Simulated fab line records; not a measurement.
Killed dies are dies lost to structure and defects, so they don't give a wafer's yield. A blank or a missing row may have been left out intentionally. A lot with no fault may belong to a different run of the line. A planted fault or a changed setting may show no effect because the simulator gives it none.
A lot that was struck, set against a sound lot || flow n5_finfet || 19 out of 1938 route steps
Sound: the wafers L312.2, L312.3, L312.5. The struck wafers were L320.1, L320.5, L320.6. At the end, the cause is stated.
Each step with rows lists, per side, the tool, then ch with its chambers, then its first start. Under that, the readings that differ: sound wafers || struck wafers || difference of the means || sigmas: that difference in standard deviations of wafers without a fault.
alike: readings with means less than 2 such deviations apart, plus words and numbers identical on both sides. not compared: withheld readings, readings lacking a value on some wafer, bounds such as >300 that could conceal the same value, and numbers that have no deviation in the record and whose values overlap.
The two part at a step that has a row with sigmas, a row that says differs or no value, or rows on one side only. Numbers that don't overlap but have no deviation are shown without sigmas and don't part them. A reading that every wafer of one side lacks parts them only if that side has two wafers or more.

first, 9 steps without rows for these wafers: N5_SD_EPI_N_COAT_33 (time 60 s, resist thk 35 nm); N5_SD_EPI_N_COAT_03 (resist thk 150 nm); N5_SD_EPI_N_EBR_05; N5_SD_EPI_N_SOFTBAKE_04 (time 60 s); N5_SD_EPI_N_EXPOSE_06 (exposes mask SD N BLK, target cd 120 nm); N5_SD_EPI_N_PEB_07 (peb time 60 s); N5_SD_EPI_N_DEVELOP_08 (develop time 30 s); N5_SD_EPI_N_DESCUM_14 (chemistry O2, time 7.9 s); N5_SD_EPI_N_ETCH_34 (etches SiARC in CF4, target depth 45.5 nm, time 75.8 s).
N5_SD_EPI_N_ETCH_35: etches SOC in N2/H2, overetch 108 nm, time 486 s.
  sound on rie_diel-06 ch 0,2, day 4 10:53; struck on rie_diel-06 ch 0,3, day 6 07:34
  no value came back on the struck wafers for any of 8 readings (bias_w (W), chamber_pressure_mTorr (mTorr) and others); on the sound wafers bias_w (W) reads 132.8 132.1 133.7
{"reading": "model.CAR-ArF-block_of_SD_EPI_N_COAT_03.thk_nm (nm)", "sound": "0 0 0", "struck": "110.6 110.8 110.4", "difference": "+110.6", "sigmas": ""}
{"reading": "model.SiARC_of_SD_EPI_N_COAT_33.thk_nm (nm)", "sound": "19.6 19.8 19.8", "struck": "35 35 35", "difference": "+15", "sigmas": ""}
  not compared: rf_hours_counter_h, model.SD_EPI_N.cd_nm
then, 1 step without rows for these wafers: N5_SD_EPI_N_STRIP_36 (strips in N2/H2).
N5_SD_EPI_N_ETCHBACK_44: etches SiNx in CH3F/O2, stops on SiO2, target depth 14.5 nm.
  sound on rie_diel-06 ch 0,2, day 4 11:13; struck on rie_diel-06 ch 0,3, day 6 07:53
{"reading": "oes_product_au (a.u.)", "sound": "0.78 0.63 0.64", "struck": "0.32 0.26 0.33", "difference": -0.38, "sigmas": -5}
  alike: chamber_pressure_mTorr, drypump_motor_current_A, mfc_ar_sccm, oes_o_777_au, rf_fwd_power_W, rf_vpp_V, showerhead_plenum_p_Torr, throttle_valve_pct
  not compared: rf_hours_counter_h
then, 1 step without rows for these wafers: N5_SD_EPI_N_ETCH_45 (etches SiOCN in CH3F/O2, target depth 6 nm).
N5_SD_EPI_N_ETCH_16: etches SiO2 in CHF3/O2, target depth 5 nm.
  sound on rie_diel-06 ch 0,2, day 4 11:25; struck on rie_diel-06 ch 0,3, day 6 08:05
{"reading": "model.SiARC_of_SD_EPI_N_COAT_33.thk_nm (nm)", "sound": "12.2 12.6 12.6", "struck": "27.8 28 27.8", "difference": "+15.4", "sigmas": ""}
  alike: CHF3_flow_sccm, O2_flow_sccm, chamber_pressure_mTorr, drypump_motor_current_A, mfc_ar_sccm, oes_o_777_au, oes_product_au, rf_fwd_power_W, rf_vpp_V, showerhead_plenum_p_Torr, throttle_valve_pct
  not compared: rf_hours_counter_h
then, 1 step without rows for these wafers: N5_SD_EPI_N_STRIP_47 (strips in CHF3/O2).
N5_SD_EPI_N_SD_RECESS_17: chemistry HBr/Cl2/O2, target depth 41 nm, time 23.7 s, bt time 3 s.
  sound on rie_si-04 ch 0,1, day 4 11:29; struck on rie_si-04 ch 2,3, day 6 08:10
{"reading": "mfc_cl2_sccm (sccm)", "sound": "79.43 79.67 79.94", "struck": "80.13 80.17 80.39", "difference": "+0.55", "sigmas": "+2"}
  alike: chamber_pressure_mTorr, drypump_motor_current_A, oes_o_777_au, oes_product_au, rf_fwd_power_W, throttle_valve_pct
  not compared: rf_hours_counter_h, model.SD_EPI_N.cd_nm
then, 1 step without rows for these wafers: N5_SD_EPI_N_STRIP_38 (strips in N2/H2).
N5_BEOL_M4_RC_MEAS_101:
  the record has rows for the sound wafers here (prober-02 ch 0, day 9 12:48) and none for the struck ones
-- a jump in the record: the struck wafers' starts before and after are 9 days apart (it breaks off in module BEOL_M4 and resumes in module PASSIVATION, where the first step shown is number 1936 of the route) --
N5_PASSIVATION_PROBE_49:
  the record has rows for the struck wafers here (prober-02, day 15 18:37) and none for the sound ones

WHERE THEY PART
First at N5_SD_EPI_N_ETCH_35; last, within this record, at N5_PASSIVATION_PROBE_49.

WHY: the cause the simulator had injected
Whole step skipped at N5_SD_EPI_N_ETCH_35 on rie_diel-06, starting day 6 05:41. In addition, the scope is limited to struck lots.
